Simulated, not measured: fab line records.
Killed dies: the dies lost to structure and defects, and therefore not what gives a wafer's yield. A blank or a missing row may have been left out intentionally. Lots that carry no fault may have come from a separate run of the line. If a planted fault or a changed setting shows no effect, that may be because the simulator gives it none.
Chamber matching	flow n5-finfet	4 sister chambers for N5_BEOL_M14_ETCH_59 on rie-diel-01
The step etches BARC in N2/H2, target depth 89 nm, overetch 26.7 nm, time 67.9 s. 14 wafers are shown with their chamber, then 7 later ones without.

EACH WAFER AND ITS CHAMBER
wafer	chamber	drypump-motor-current-A (A)	showerhead-plenum-p-Torr (Torr)	throttle-valve-pct (%)
L077.1	2	5.6	2.58	17.75
L077.2	0	5.2	2.65	17.83
L077.5	1	6.1	2.58	17.69
L080.1	1	6.1	2.58	17.70
L080.2	2	5.5	2.58	17.76
L080.6	0	5.2	2.65	17.84
L086.1	3	5.7	2.70	18.20
L086.2	1	6.1	2.57	17.74
L086.6	0	5.1	2.65	17.87
L088.1	2	5.6	2.57	17.81
L088.3	0	5.1	2.64	17.89
L088.5	1	6.1	2.57	17.76
L090.1	2	5.5	2.57	17.79
L090.2	3	5.7	2.69	18.22

SIGNATURES (means of the wafers above)
reading	chamber 0	chamber 1	chamber 2	chamber 3	scatter within a chamber
drypump-motor-current-A	5.150	6.100	5.550	5.700	0.0447
showerhead-plenum-p-Torr	2.6475	2.5750	2.5750	2.6950	0.0057
throttle-valve-pct	17.8575	17.7225	17.7775	18.2100	0.0283
Rule: for each reading, subtract the chamber's mean from the wafer's reading, divide by that reading's scatter and square the result; add these up over the readings and take the root, which gives the wafer's distance from the chamber. The wafer belongs to the nearest chamber; if the next one is less than 2 further off, it can't be placed. The scatter is the square root of a quotient: the sum, over the shown wafers, of each reading's squared deviation from its chamber's mean, divided by wafers minus chambers.

WAFERS WITH NO CHAMBER GIVEN
wafer	drypump-motor-current-A (A)	showerhead-plenum-p-Torr (Torr)	throttle-valve-pct (%)
L090.5	6.1	2.57	17.76
L094.1	5.7	2.69	18.24
L094.4	6.1	2.56	17.76
L094.5	5.5	2.56	17.82
L096.2	6.1	2.56	17.79
L096.5	5.5	2.56	17.84
L096.6	5.7	2.69	18.25

WHICH CHAMBER EACH ONE RAN IN
wafer	from the rows above	in truth
L090.5	1	1
L094.1	3	3
L094.4	1	1
L094.5	2	2
L096.2	1	1
L096.5	2	2
L096.6	3	3
Placed correctly: 7 of 7. Can't be placed from these rows: 0. Placed wrongly: 0.
